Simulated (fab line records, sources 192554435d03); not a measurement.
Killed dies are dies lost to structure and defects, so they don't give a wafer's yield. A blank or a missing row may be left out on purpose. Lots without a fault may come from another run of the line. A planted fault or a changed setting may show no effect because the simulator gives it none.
fab line records | flow n5_finfet
record lots=7 wafers=39
route steps=1938 shown ZERO_LAYER@11 SD_EPI_P@321 SD_ACTIVATION@330 SDB@373 BEOL_M2@841
start_h: hours from the record's first day to the start of the lot's first wafer shown | wait_h: hours since the lot's step before | " the same as in the row above | L1.1+2: a row that stands for several wafers | - no value, or no start given | * or withheld: withheld | < > ~ a bound
route shown NAME@n: a module of which the file shows steps, and the number in the route of the first | usual: mean/standard deviation of fault-free wafers | same: alike in all rows | chamber/n: place in a boat | sites: the reading at each site | _std_site: their standard deviation | _edge_site: outer sites' mean less inner sites' | radius_mm: how far each site lies from the wafer's centre | mask NAME#n: copy n | behind: the tool/chamber that last shaped the wafer | hold: why the lot was held/for how many hours/how that ended | device: the transistor (n, p or np) that didn't switch | end of line: the same wafers' tests at the end of the route | a step without rows: its recipe alone | killed: dies lost to structure and defects at the first sort, not the wafer's yield | map: a wafer's dies, x killed, . not, _ none there
set.NAME: the setting as run; set.NAME@STEP: as run at that earlier step | model.NAME: the simulator's own value behind a step, which no gauge read
lots whose settings were changed on purpose; a table a step, a row a wafer
## steps
# step N5_ZERO_LAYER_DEVELOP_10
# recipe develop_time_s=60 rinse_liquid=diw dry=air_spin dev_temp_c=21
# columns lot.wafer tool chamber start_h wait_h set.develop_time_s
L074.1+2+3 litho_track-01 0 - - 60
L074.4+5+6 " 0 " " 43.92
L075.1+2+5 litho_track-01 0 - - 48.86
L075.3+4+6 " 0 " " 60
L082.1+4+5 litho_track-01 0 - - 60
L085.1+3+4 litho_track-02 0 - - 75.23
L085.2+5+6 " 0 " " 60
L088.1+2+4 litho_track-01 0 - - 60
L088.3+5+6 " 0 " " 84.04
L091.1+5+6 litho_track-05 0 - - 60
L091.2+3+4 " 0 " " 45.59
L095.1+5+6 litho_track-02 0 - - 60
L095.2+3+4 " 0 " " 40.48
# step N5_ZERO_LAYER_HARDBAKE_23
# recipe temp_c=130 time_s=120
# step N5_ZERO_LAYER_CD_MEAS_11
# recipe target_cd_nm=2000 landing_energy_ev=500 detector=se_inlens
# usual cd_nm=1999.6/1.8
# columns lot.wafer tool chamber start_h wait_h set.develop_time_s@ZERO_LAYER_DEVELOP_10 cd_nm
L074.1 cd_sem-02 0 12.79 - 60 1999.9
L074.2 " 0 " " 60 1999.9
L074.3 " 0 " " 60 1999.1
L074.4 " 0 " " 43.92 1992.3
L074.5 " 0 " " 43.92 1992.4
L074.6 " 0 " " 43.92 1994.5
L075.1 cd_sem-03 0 18.64 - 48.86 1997.4
L075.2 " 0 " " 48.86 1997.8
L075.3 " 0 " " 60 2002.5
L075.4 " 0 " " 60 2000.9
L075.5 " 0 " " 48.86 1996.5
L075.6 " 0 " " 60 2002.1
L082.1 cd_sem-03 0 60.77 - 60 2000.5
L082.4 " 0 " " 60 1998.5
L082.5 " 0 " " 60 1999.9
L085.1 cd_sem-03 0 78.77 - 75.23 2003.7
L085.2 " 0 " " 60 1994.6
L085.3 " 0 " " 75.23 2003.0
L085.4 " 0 " " 75.23 2002.1
L085.5 " 0 " " 60 1999.5
L085.6 " 0 " " 60 1996.7
L088.1 cd_sem-03 0 96.83 - 60 1997.5
L088.2 " 0 " " 60 1997.4
L088.3 " 0 " " 84.04 2005.3
L088.4 " 0 " " 60 2001.0
L088.5 " 0 " " 84.04 2005.6
L088.6 " 0 " " 84.04 2007.3
L091.1 cd_sem-03 0 114.83 - 60 2000.9
L091.2 " 0 " " 45.59 1993.6
L091.3 " 0 " " 45.59 1997.5
L091.4 " 0 " " 45.59 1994.8
L091.5 " 0 " " 60 2000.8
L091.6 " 0 " " 60 2000.9
L095.1 cd_sem-03 0 138.65 - 60 1996.4
L095.2 " 0 " " 40.48 1991.8
L095.3 " 0 " " 40.48 1991.0
L095.4 " 0 " " 40.48 1988.0
L095.5 " 0 " " 60 2001.1
L095.6 " 0 " " 60 1999.8
# step N5_SD_EPI_P_EPI_21
# recipe material=SiGe:B dopant=B temp_c=550 pressure_torr=20 ambient=H2 time_s=355
# columns lot.wafer tool chamber start_h wait_h set.epi_growth_time_s model.SiGe-B_of_SD_EPI_P_EPI_21.thk_nm
L074.1 epi_rpcvd-04 0 54.11 0.1 355 60.4
L074.2 " 0 " " 355 60.6
L074.3 " 0 " " 355 59.8
L074.4 " 0 " " 355 61.2
L074.5 " 0 " " 355 61
L074.6 " 0 " " 355 60.2
L075.1 epi_rpcvd-04 0 60.33 0.1 170.5 32.8
L075.2 " 0 " " 355 61.6
L075.3 " 0 " " 170.5 32.6
L075.4 " 0 " " 355 60.8
L075.5 " 0 " " 170.5 32
L075.6 " 0 " " 355 62.6
L082.1+4 epi_rpcvd-02 0 119.54 0.2 355 62
L082.5 " 0 121.46 2.0 355 61.6
L085.1 epi_rpcvd-02 0 124.86 0.3 355 61.2
L085.2 " 0 " " 225.3 42.2
L085.3+5 " 0 " " 355 61.4
L085.4 " 0 " " 225.3 41.8
L085.6 " 0 128.06 3.2 225.3 42
L088.1 epi_rpcvd-03 0 140.69 0.1 355 61.2
L088.2 " 0 " " 355 61.4
L088.3 " 0 " " 355 62
L088.4 " 0 " " 236.4 45
L088.5 " 0 " " 236.4 44.8
L088.6 " 0 " " 236.4 44.4
L091.1 epi_rpcvd-03 0 158.67 0.1 355 60.4
L091.2 " 0 " " 355 61.2
L091.3 " 0 " " 355 61.4
L091.4 " 0 " " 226.1 42
L091.5 " 0 " " 226.1 42.8
L091.6 " 0 " " 226.1 42.4
L095.1 epi_rpcvd-03 0 184.68 0.1 157 30.2
L095.2 " 0 " " 355 62
L095.3+6 " 0 " " 157 29.6
L095.4 " 0 " " 355 62.4
L095.5 " 0 " " 355 62.2
# step N5_SD_EPI_P_EPI_MEAS_23
# recipe mode=xrd
# usual thk_nm=61.3/1.1
# columns lot.wafer tool chamber start_h wait_h set.epi_growth_time_s@SD_EPI_P_EPI_21 thk_nm
L074.1 film_metro-01 - 56.33 1.9 355 60.4
L074.2 " - " " 355 59.9
L074.3 " - " " 355 59.1
L074.4 " - " " 355 60.2
L074.5 " - " " 355 62.4
L074.6 " - " " 355 61.1
L075.1 film_metro-02 - 62.53 1.8 170.5 31.2
L075.2 " - " " 355 62.2
L075.3 " - " " 170.5 31.5
L075.4 " - " " 355 59.7
L075.5 " - " " 170.5 31.9
L075.6 " - " " 355 62.5
L082.1 film_metro-02 - 122.46 2.4 355 61.3
L082.4 " - " " 355 60.9
L082.5 " - " " 355 60.3
L085.1 film_metro-02 - 128.73 3.2 355 61.4
L085.2 " - " " 225.3 42.5
L085.3 " - " " 355 61.4
L085.4 " - " " 225.3 42.1
L085.5 " - " " 355 60.2
L085.6 " - " " 225.3 43.8
L088.1 film_metro-02 - 142.88 1.8 355 62.5
L088.2 " - " " 355 62.0
L088.3 " - " " 355 61.7
L088.4 " - " " 236.4 44.2
L088.5 " - " " 236.4 46.3
L088.6 " - " " 236.4 45.7
L091.1 film_metro-01 - 160.86 1.8 355 60.0
L091.2 " - " " 355 60.9
L091.3 " - " " 355 61.8
L091.4 " - " " 226.1 44.0
L091.5 " - " " 226.1 43.2
L091.6 " - " " 226.1 42.8
L095.1 film_metro-01 - 186.88 1.8 157 30.2
L095.2 " - " " 355 62.9
L095.3 " - " " 157 28.1
L095.4 " - " " 355 60.2
L095.5 " - " " 355 63.8
L095.6 " - " " 157 29.2
# step N5_SD_EPI_P_HM_STRIP_48
# recipe chemistry=H3PO4 temp_c=160 material=SiNx target=SiNx target_depth_a=30 overetch_fraction=0.3
# step N5_SD_EPI_P_SRD_49
# recipe dry=ipa_marangoni time_s=30 temp_c=23 rinse_liquid=diw
# step N5_SD_ACTIVATION_RTA_00
# recipe temp_c=975 time_s=0 ambient=N2 idle_temp_c=600 ramp_up_c_per_s=150 ramp_down_c_per_s=60 cool_to_c=600
# step N5_SD_ACTIVATION_LSA_01
# recipe temp_c=1080 time_s=0.0008 ambient=N2
# step N5_SD_ACTIVATION_RS_MEAS_03
# recipe thk_meas_gauge=four-point-probe
# usual RS_SD_N=21.81/0.29 RS_SD_P=55.7/0.78
# columns lot.wafer tool chamber start_h wait_h set.epi_growth_time_s@SD_EPI_P_EPI_21 RS_SD_N[ohm/sq] RS_SD_P[ohm/sq]
L074.1 film_metro-01 - 64.03 0.2 355 21.57 57.1
L074.2 " - " " 355 21.91 56.3
L074.3 " - " " 355 22.21 58.1
L074.4 " - " " 355 21.92 56.0
L074.5 " - " " 355 21.96 56.6
L074.6 " - " " 355 21.99 57.2
L075.1 film_metro-02 - 73.68 0.2 170.5 21.90 103.9
L075.2 " - " " 355 22.02 55.6
L075.3 " - " " 170.5 22.27 106.2
L075.4 " - " " 355 22.12 56.2
L075.5 " - " " 170.5 22.09 107.4
L075.6 " - " " 355 22.14 55.2
L082.1 film_metro-02 - 123.18 0.2 355 22.13 54.8
L082.4 " - " " 355 21.90 54.6
L082.5 " - " " 355 22.15 55.7
L085.1 film_metro-02 - 129.36 0.2 355 21.95 55.9
L085.2 " - " " 225.3 22.13 80.5
L085.3 " - " " 355 22.50 56.0
L085.4 " - " " 225.3 21.84 81.7
L085.5 " - " " 355 21.69 55.1
L085.6 " - " " 225.3 21.63 79.9
L088.1 film_metro-01 - 143.69 0.2 355 22.38 55.2
L088.2 " - " " 355 22.19 55.0
L088.3 " - " " 355 22.14 55.0
L088.4 " - " " 236.4 22.32 75.3
L088.5 " - " " 236.4 21.98 75.4
L088.6 " - " " 236.4 22.17 76.3
L091.1 film_metro-02 - 161.47 0.2 355 21.61 55.9
L091.2 " - " " 355 21.85 55.3
L091.3 " - " " 355 21.85 55.3
L091.4 " - " " 226.1 21.89 80.3
L091.5 " - " " 226.1 21.94 79.4
L091.6 " - " " 226.1 21.74 80.4
L095.1 film_metro-02 - 187.60 0.2 157 21.73 113.0
L095.2 " - " " 355 21.53 54.4
L095.3 " - " " 157 21.74 115.2
L095.4 " - " " 355 21.56 55.0
L095.5 " - " " 355 21.40 54.7
L095.6 " - " " 157 21.90 115.3
# step N5_SDB_ALD_29
# recipe material=SiNx target_thk_a=300 temp_c=400 ald_precursor_family=SiH2I2 ald_co_reactant=N2/H2-plasma pulse_time_s=1 ald_cycles=600 purge_time_s=2 co_reactant_purge_time_s=2 pressure_torr=2
# columns lot.wafer tool chamber start_h wait_h set.ald_cycles model.SiNx_of_SDB_ALD_29.thk_nm
L074.1+5+6 ald_sin-01 0,1,2 72.51 0.0 600 30
L074.2 " 3 " " 797 39.6
L074.3 " 2 " " 797 39.8
L074.4 " 1 " " 797 40
L075.1+6 ald_sin-01 1,2 82.66 0.0 338 17
L075.2+4 " 3,2 " " 600 30
L075.3 " 0 " " 338 16.8
L075.5 " 1 84.02 1.4 600 30.2
L082.1 ald_sin-03 1 132.28 0.1 600 30.2
L082.4 " 2 " " 600 30
L082.5 " 2 133.64 1.5 600 29.8
L085.1+6 ald_sin-01 3,1 140.64 0.0 739 37.2
L085.2 " 0 " " 600 30
L085.3+4 " 2,1 " " 600 30.2
L085.5 " 2 141.99 1.4 739 37
L088.1+6 ald_sin-03 3,2 151.58 0.0 265 13.2
L088.2 " 0 " " 265 13
L088.3+5 " 1,3 " " 600 30
L088.4 " 2 " " 600 29.8
L091.1 ald_sin-04 2 170.60 0.5 917 45.6
L091.2 " 0 " " 600 29.8
L091.3+5 " 3,2 " " 917 45.8
L091.4+6 " 1 " " 600 30
L095.1+6 ald_sin-03 2,0 196.13 0.0 600 29.8
L095.2 " 3 " " 600 30.2
L095.3 " 0 " " 836 41.6
L095.4 " 1 " " 836 41.8
L095.5 " 1 197.48 1.4 836 42
# step N5_SDB_CMP_30
# recipe stop_on=poly-Si t_overpolish_s=1.54 post_cmp_clean=alkaline_brush down_force_psi=4.1491 platen_rpm=51.796 pad_velocity_m_s=1.0306 target_thk_nm=30
# columns lot.wafer tool chamber start_h wait_h set.ald_cycles@SDB_ALD_29 model.SiNx_of_SDB_ALD_29.thk_nm
L074.2 cmp-02 0 75.24 1.4 797 29.6
L074.3 " 1 " " 797 30.2
L074.4 " 2 " " 797 30.4
L074.1+6+5 " 3,0,1 " " 600 30
L075.1+6 cmp-03 3,0 85.40 1.4 338 17
L075.2+4 " 0,1 " " 600 30
L075.3 " 2 " " 338 16.8
L075.5 " 3 " " 600 30.2
L082.1 cmp-03 0 135.06 1.4 600 30.2
L082.4 " 2 " " 600 30
L082.5 " 0 " " 600 29.8
L085.2 cmp-01 0 143.51 1.5 600 30
L085.4+3 " 1,2 " " 600 30.2
L085.1 " 3 " " 739 30.4
L085.5 " 0 " " 739 29
L085.6 " 1 " " 739 30.8
L088.4 cmp-02 0 154.31 1.4 600 29.8
L088.3+5 " 1,0 " " 600 30
L088.2 " 2 " " 265 13
L088.1+6 " 3,1 " " 265 13.2
L091.3 cmp-02 0 173.34 1.4 917 31
L091.2 " 1 " " 600 29.8
L091.1 " 2 " " 917 31.2
L091.4+6 " 3,1 " " 600 30
L091.5 " 0 " " 917 30.2
L095.2 cmp-02 0 198.86 1.4 600 30.2
L095.3 " 1 " " 836 31.4
L095.1+6 " 2,0 " " 600 29.8
L095.4 " 3 " " 836 29.6
L095.5 " 1 " " 836 30.8
# step N5_BEOL_M2_ILD_DEP_00
# recipe material=SiOC target_thk_a=790 temp_c=350 precursor=DEMS/O2 pressure_torr=5 rf_w=500 time_s=15.3
# columns lot.wafer tool chamber start_h wait_h set.target_thk_a model.SiOC_of_BEOL_M2_ILD_DEP_00.thk_nm
L074.1 pecvd-02 0 137.72 0.0 790 78.8
L074.2 " 1 " " 598.5 60.2
L074.3 " 2 " " 790 77.8
L074.4 " 1 " " 790 79.6
L074.5 " 0 " " 598.5 60.4
L074.6 " 2 " " 598.5 59.8
L075.1 pecvd-02 2 150.54 0.0 790 78.2
L075.2 " 1 " " 790 78.8
L075.3 " 0 " " 577.4 57.4
L075.4 " 2 " " 577.4 57.2
L075.5 " 1 " " 577.4 58
L075.6 " 0 " " 790 79.6
L082.1 pecvd-04 1 204.33 0.0 790 79
L082.4 " 0 " " 790 79.6
L082.5 " 2 " " 790 80.8
L085.1+2 pecvd-02 0,1 207.60 0.0 380.2 38.2
L085.3 " 0 " " 380.2 37.8
L085.4+5 " 1,0 " " 790 79
L085.6 " 1 " " 790 78
L088.1 pecvd-03 1 223.14 0.0 790 79.2
L088.2 " 2 " " 599.1 58.8
L088.3 " 0 " " 599.1 59.6
L088.4 " 2 " " 790 80
L088.5 " 1 " " 599.1 60
L088.6 " 0 " " 790 79.8
L091.1 pecvd-02 1 238.22 0.0 790 78.8
L091.2 " 2 " " 790 78.4
L091.3+4 " 0,2 " " 572 56.6
L091.5 " 1 " " 572 57.2
L091.6 " 0 " " 790 80
L095.1 pecvd-02 1 264.86 0.0 790 79.2
L095.2 " 0 " " 790 78.8
L095.3 " 2 " " 790 78.2
L095.4 " 1 " " 790 79.8
L095.5 " 2 " " 790 80.2
L095.6 " 0 " " 790 81
# step N5_BEOL_M2_THK_MEAS_01
# recipe reads=SiOC_of_BEOL_M2_ILD_DEP_00
# usual M2_ILD_THK=79.1/0.92
# columns lot.wafer tool chamber start_h wait_h set.target_thk_a@BEOL_M2_ILD_DEP_00 M2_ILD_THK[nm]
L074.1 film_metro-01 - 137.79 0.0 790 78.9
L074.2 " - " " 598.5 60.2
L074.3 " - " " 790 77.9
L074.4 " - " " 790 79.6
L074.5 " - " " 598.5 60.4
L074.6 " - " " 598.5 59.9
L075.1 film_metro-01 - 150.61 0.0 790 78.1
L075.2 " - " " 790 78.9
L075.3 " - " " 577.4 57.3
L075.4 " - " " 577.4 57.1
L075.5 " - " " 577.4 57.9
L075.6 " - " " 790 79.6
L082.1 film_metro-02 - 204.40 0.0 790 79.1
L082.4 " - " " 790 79.5
L082.5 " - " " 790 80.7
L085.1 film_metro-01 - 207.69 0.1 380.2 38.2
L085.2 " - " " 380.2 38.1
L085.3 " - " " 380.2 37.7
L085.4 " - " " 790 78.9
L085.5 " - " " 790 79.0
L085.6 " - " " 790 78.1
L088.1 film_metro-02 - 223.21 0.0 790 79.3
L088.2 " - " " 599.1 58.9
L088.3 " - " " 599.1 59.5
L088.4 " - " " 790 79.9
L088.5 " - " " 599.1 60.0
L088.6 " - " " 790 79.8
L091.1 film_metro-01 - 238.29 0.0 790 78.8
L091.2 " - " " 790 78.5
L091.3 " - " " 572 56.6
L091.4 " - " " 572 56.5
L091.5 " - " " 572 57.1
L091.6 " - " " 790 79.9
L095.1 film_metro-01 - 264.92 0.0 790 79.3
L095.2 " - " " 790 78.9
L095.3 " - " " 790 78.3
L095.4 " - " " 790 79.8
L095.5 " - " " 790 80.3
L095.6 " - " " 790 80.9
## key
split step=N5_ZERO_LAYER_DEVELOP_10 setting=develop_time_s stated=60 by=wafer
response step=N5_ZERO_LAYER_CD_MEAS_11 reading=cd_nm change=+0.229 per=1% r=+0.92
split step=N5_SD_EPI_P_EPI_21 setting=epi_growth_time_s stated=355 by=wafer
response step=N5_SD_EPI_P_EPI_21 reading=model.SiGe-B_of_SD_EPI_P_EPI_21.thk_nm change=+0.55 per=1% r=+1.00
response step=N5_SD_EPI_P_EPI_MEAS_23 reading=thk_nm change=* per=1% r=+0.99
response step=N5_SD_ACTIVATION_RS_MEAS_03 reading=RS_SD_P change=-0.881 per=1% r=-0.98
split step=N5_SDB_ALD_29 setting=ald_cycles stated=600 by=wafer
response step=N5_SDB_ALD_29 reading=model.SiNx_of_SDB_ALD_29.thk_nm change=+0.3 per=1% r=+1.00
response step=N5_SDB_CMP_30 reading=model.SiNx_of_SDB_ALD_29.thk_nm shape=bent at_lowest=13.13 at_stated=30 at_highest=30.8
split step=N5_BEOL_M2_ILD_DEP_00 setting=target_thk_a stated=790 by=wafer
response step=N5_BEOL_M2_ILD_DEP_00 reading=model.SiOC_of_BEOL_M2_ILD_DEP_00.thk_nm change=+0.792 per=1% r=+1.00
response step=N5_BEOL_M2_THK_MEAS_01 reading=M2_ILD_THK change=+0.793 per=1% r=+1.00
